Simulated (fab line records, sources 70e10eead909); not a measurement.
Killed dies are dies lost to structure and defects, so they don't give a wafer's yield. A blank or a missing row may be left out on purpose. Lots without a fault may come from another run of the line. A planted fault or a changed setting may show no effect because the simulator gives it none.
fab line records | flow nand_harc | part 2 of 2: steps 24 to 29 of 29
record lots=5 wafers=15 last_day=29
route steps=1302 shown A_CONTACT@1097 A_BLC@1107
lots that met no fault: from a run of the same line without faults
start_h: hours from the record's first day to the start of the lot's first wafer shown | wait_h: hours since the lot's step before | " the same as in the row above | L1.1+2: a row that stands for several wafers | - no value, or no start given | * or withheld: withheld | < > ~ a bound
route shown NAME@n: a module of which the file shows steps, and the number in the route of the first | usual: mean/standard deviation of fault-free wafers | same: alike in all rows | chamber/n: place in a boat | sites: the reading at each site | _std_site: their standard deviation | _edge_site: outer sites' mean less inner sites' | radius_mm: how far each site lies from the wafer's centre | mask NAME#n: copy n | behind: the tool/chamber that last shaped the wafer | hold: why the lot was held/for how many hours/how that ended | device: the transistor (n, p or np) that didn't switch | end of line: the same wafers' tests at the end of the route | a step without rows: its recipe alone | killed: dies lost to structure and defects at the first sort, not the wafer's yield | map: a wafer's dies, x killed, . not, _ none there
set.NAME: the setting as run; set.NAME@STEP: as run at that earlier step | model.NAME: the simulator's own value behind a step, which no gauge read
lots at some steps of the route; a table a step, a row a wafer
services: from which hour (start_h, from the record's first day; less than 0 if before it) a tool's chamber was out of use, for how many hours, and why
## steps
# step NHARC_A_BLC_ETCH_16
# recipe target_depth_a=390 over_etch_frac=0.3 time_s=65 ion_energy_ev=80 cf4_flow_sccm=150 ar_flow_sccm=0 rf_w=300 bias_w=100 chemistry=CF4
# usual cf4_flow_sccm=150.0/0.42 drypump_motor_current_A=5.9/0.33 oes_product_au=0.998/0.014 rf_vpp_V=151.3/1.3 showerhead_plenum_p_Torr=1.76/0.082 throttle_valve_pct=13.285/0.0092
# columns lot.wafer tool chamber start_h wait_h cf4_flow_sccm drypump_motor_current_A oes_product_au rf_hours_counter_h rf_vpp_V showerhead_plenum_p_Torr throttle_valve_pct
L074.4 rie_diel-06 3 523.48 0.1 150.1 6.1 1.016 3 150.4 1.65 13.270
L074.1 " 0 " " 149.3 6.4 0.997 3 148.6 1.67 13.280
L074.5 " 3 " " 150.0 6.1 1.008 - 149.2 1.65 13.281
L075.1 rie_diel-06 1 537.33 0.1 150.3 5.9 0.971 2 151.2 1.68 13.282
L075.2 " 2 " " 150.1 5.8 0.999 4 151.6 1.83 13.300
L075.5 " 2 " " 149.8 5.8 0.991 - 151.6 1.83 13.294
L081.3 rie_diel-06 3 610.08 0.1 149.8 6.1 0.993 10 149.7 1.65 13.288
L081.2 " 0 " " 149.9 6.4 0.997 10 150.1 1.66 13.289
L081.5 " 0 " " 149.9 6.4 0.999 - 149.1 1.66 13.289
L084.4 rie_diel-04 2 625.84 0.1 149.8 4.8 1.020 30 151.6 1.78 13.283
L084.3 " 1 " " 150.4 6.0 1.001 33 153.3 1.90 13.277
L084.5 " 3 " " 150.1 5.5 1.010 - 151.5 1.87 13.282
L087.4 rie_diel-06 3 638.47 0.1 149.7 6.1 1.006 14 150.5 1.65 13.275
L087.2 " 0 " " 149.9 6.4 0.990 14 151.3 1.66 13.286
L087.3 " 2 " " 149.8 5.8 1.008 13 152.1 1.83 13.287
# step NHARC_A_BLC_ETCH_17
# recipe target_depth_a=3900 over_etch_frac=0.25 time_s=609.38 ion_energy_ev=200 n2_flow_sccm=150 h2_flow_sccm=150 ar_flow_sccm=0 rf_w=400 bias_w=150 chemistry=N2/H2
# usual drypump_motor_current_A=5.9/0.31 oes_product_au=0.998/0.013 rf_vpp_V=430.4/2.9 showerhead_plenum_p_Torr=2.04/0.1 throttle_valve_pct=14.171/0.0095
# columns lot.wafer tool chamber start_h wait_h drypump_motor_current_A oes_product_au rf_hours_counter_h rf_vpp_V showerhead_plenum_p_Torr throttle_valve_pct
L074.4 rie_diel-06 0 - - 6.4 0.989 3 426.9 1.91 14.152
L074.1 " 2 " " 5.8 0.994 3 432.4 2.12 14.159
L074.5 " 0 " " 6.4 0.994 - 428.4 1.91 14.173
L075.2 rie_diel-06 2 - - 5.8 0.988 4 433.0 2.12 14.169
L075.1 " 3 " " 6.0 1.003 4 426.7 1.89 14.168
L075.5 " 3 " " 6.0 0.998 - 426.8 1.89 14.179
L081.2 rie_diel-06 0 - - 6.4 0.998 10 426.3 1.91 14.170
L081.3 " 1 " " 5.9 0.975 7 429.0 1.93 14.179
L081.5 " 3 " " 6.0 1.013 - 426.4 1.89 14.162
L084.3 rie_diel-04 1 - - 6.0 1.004 33 434.7 2.21 14.169
L084.4 " 2 " " 4.8 1.009 30 429.7 2.05 14.163
L084.5 " 0 " " 5.3 0.974 - 431.5 2.10 14.183
L087.4 rie_diel-06 0 - - 6.4 0.994 14 425.6 1.91 14.174
L087.2 " 2 " " 5.8 1.008 13 433.0 2.12 14.167
L087.3 " 3 " " 6.0 1.021 14 425.3 1.89 14.160
# step NHARC_A_BLC_ETCH_18
# recipe target_depth_a=9100 c4f8_flow_sccm=20 o2_flow_sccm=10 ar_flow_sccm=withheld rf_w=600 bias_w=1500 chemistry=C4F8/O2/Ar
# usual oes_product_au=0.948/0.024 rf_vpp_V=978/6.5
# columns lot.wafer tool chamber start_h wait_h oes_product_au rf_hours_counter_h rf_vpp_V
L074.4 rie_diel-06 3 - - 0.963 3 970
L074.1 " 1 " " 0.910 1 971
L074.5 " 0 " " 0.948 - 969
L075.1 rie_diel-06 2 - - 0.953 5 983
L075.2 " 3 " " 0.968 5 970
L075.5 " 3 " " 0.968 - 969
L081.3 rie_diel-06 2 - - 0.977 10 983
L081.2 " 0 " " 0.949 10 971
L081.5 " 2 " " 0.972 - 984
L084.4 rie_diel-04 3 - - 0.957 32 986
L084.3 " 1 " " 0.997 33 987
L084.5 " 2 " " 0.979 - 979
L087.4 rie_diel-06 2 - - 0.926 13 981
L087.3 " 3 " " 0.934 14 969
L087.2 " 1 " " 0.907 10 972
# step NHARC_A_BLC_CD_MEAS_19
# usual cd_nm=100.0/2.9
# columns lot.wafer tool chamber start_h wait_h cd_nm
L074.1 cd_sem-03 - 524.36 - 98.5
L074.4 " - " " 100.8
L074.5 " - " " 97.8
L075.1 cd_sem-01 - 538.21 - 98.7
L075.2 " - " " 100.4
L075.5 " - " " 97.5
L081.2 cd_sem-01 - 610.96 - 101.0
L081.3 " - " " 100.5
L081.5 " - " " 100.7
L084.3 cd_sem-01 - 626.73 - 101.6
L084.4 " - " " 105.0
L084.5 " - " " 102.5
L087.2 cd_sem-02 - 639.36 - 96.7
L087.3 " - " " 99.0
L087.4 " - " " 101.7
# step NHARC_A_BLC_STRIP_29
# recipe cf4_flow_sccm=150 ar_flow_sccm=0 bias_w=0 chemistry=CF4
# usual cf4_flow_sccm=150.0/0.42 drypump_motor_current_A=5.9/0.35 oes_product_au=0.999/0.013 rf_vpp_V=59.3/0.96 showerhead_plenum_p_Torr=1.77/0.086 throttle_valve_pct=13.282/0.01
# columns lot.wafer tool chamber start_h wait_h cf4_flow_sccm drypump_motor_current_A oes_product_au rf_hours_counter_h rf_vpp_V showerhead_plenum_p_Torr throttle_valve_pct
L074.4 rie_diel-09 1 524.45 0.1 150.3 5.9 0.983 1 59.8 1.84 13.281
L074.1 " 2 " " 149.2 6.1 0.997 1 59.8 1.85 13.264
L074.5 " 0 " " 150.0 5.5 0.999 - 58.0 1.77 13.277
L075.1 rie_diel-06 2 538.29 0.1 149.8 5.8 0.992 5 60.7 1.83 13.301
L075.2 " 0 " " 150.6 6.4 0.995 5 59.3 1.67 13.275
L075.5 " 3 " " 149.8 6.1 0.995 - 58.3 1.65 13.280
L081.3 rie_diel-09 0 611.03 0.1 150.1 5.4 1.021 8 59.3 1.77 13.283
L081.2 " 2 " " 150.0 6.1 1.012 7 60.2 1.84 13.291
L081.5 " 1 " " 149.8 5.8 0.996 - 60.0 1.83 13.270
L084.3 rie_diel-06 3 626.82 0.1 150.4 6.1 0.993 13 59.8 1.65 13.300
L084.4 " 0 " " 150.6 6.4 0.983 13 57.5 1.66 13.275
L084.5 " 1 " " 149.5 5.9 0.976 - 59.9 1.68 13.276
L087.4 rie_diel-06 0 639.43 0.1 150.0 6.4 0.991 14 57.7 1.66 13.294
L087.3 " 1 " " 149.4 5.9 0.975 10 59.7 1.68 13.282
L087.2 " 3 " " 150.0 6.1 1.006 14 58.4 1.65 13.272
# step NHARC_A_BLC_STRIP_21
# recipe o2_flow_sccm=500 ar_flow_sccm=0 bias_w=0 chemistry=O2
# usual drypump_motor_current_A=5.9/0.37 oes_product_au=0.996/0.014 rf_vpp_V=57.7/0.84 showerhead_plenum_p_Torr=3.52/0.17 throttle_valve_pct=17.036/0.0086
# columns lot.wafer tool chamber start_h wait_h drypump_motor_current_A oes_product_au rf_hours_counter_h rf_vpp_V showerhead_plenum_p_Torr throttle_valve_pct
L074.1 rie_diel-09 1 524.56 0.1 5.8 0.988 1 57.6 3.66 17.046
L074.4 " 2 " " 6.1 0.994 1 57.4 3.68 17.037
L074.5 " 3 " " 6.1 0.996 - 58.1 3.78 17.042
L075.2 rie_diel-06 0 538.39 0.1 6.4 0.989 5 58.5 3.32 17.035
L075.1 " 3 " " 6.0 1.014 5 56.4 3.30 17.032
L075.5 " 1 " " 5.9 0.977 - 57.5 3.36 17.029
L081.3 rie_diel-09 2 611.17 0.1 6.1 1.008 7 57.4 3.68 17.019
L081.2 " 0 " " 5.4 0.991 8 57.7 3.52 17.038
L081.5 " 2 " " 6.1 1.008 - 57.1 3.68 17.045
L084.3 rie_diel-06 2 626.92 0.1 5.8 0.994 12 57.4 3.65 17.025
L084.4 " 3 " " 6.1 0.989 13 57.6 3.29 17.049
L084.5 " 0 " " 6.4 0.990 - 57.6 3.32 17.049
L087.2 rie_diel-06 2 639.53 0.1 5.8 1.005 13 58.4 3.65 17.027
L087.4 " 3 " " 6.1 1.002 14 56.2 3.29 17.029
L087.3 " 1 " " 5.9 0.967 10 57.1 3.35 17.040
## services
# columns tool chamber start_h hours kind
rie_diel-09 - 497.12 9.0 pm
rie_diel-02 - 500.91 1.5 repair
litho_track-01 - 505.00 7.0 pm
arfi_scanner-03 - 506.33 1.7 repair
rie_diel-02 3 511.44 34.3 repair
rie_diel-13 - 519.67 9.0 pm
rie_diel-04 2 526.64 16.0 repair
cmp-02 - 526.64 4.0 pm
wet_bench-09 - 528.86 8.0 pm
litho_track-06 - 529.00 7.0 pm
rie_diel-04 - 532.05 9.0 pm
rie_diel-13 1 543.97 16.4 repair
rie_diel-09 2 545.50 6.1 repair
litho_track-04 - 553.00 7.0 pm
rie_diel-13 0 554.60 2.5 repair
rie_diel-02 - 571.62 9.0 pm
rie_diel-09 3 572.76 89.2 repair
rie_diel-06 - 583.27 0.9 repair
rie_diel-11 0 588.21 5.9 repair
rie_diel-09 2 596.22 4.0 repair
rie_diel-09 1 599.94 2.4 repair
rie_diel-02 2 608.45 27.5 repair
rie_diel-11 - 609.50 9.0 pm
rie_diel-02 0 634.95 11.6 repair
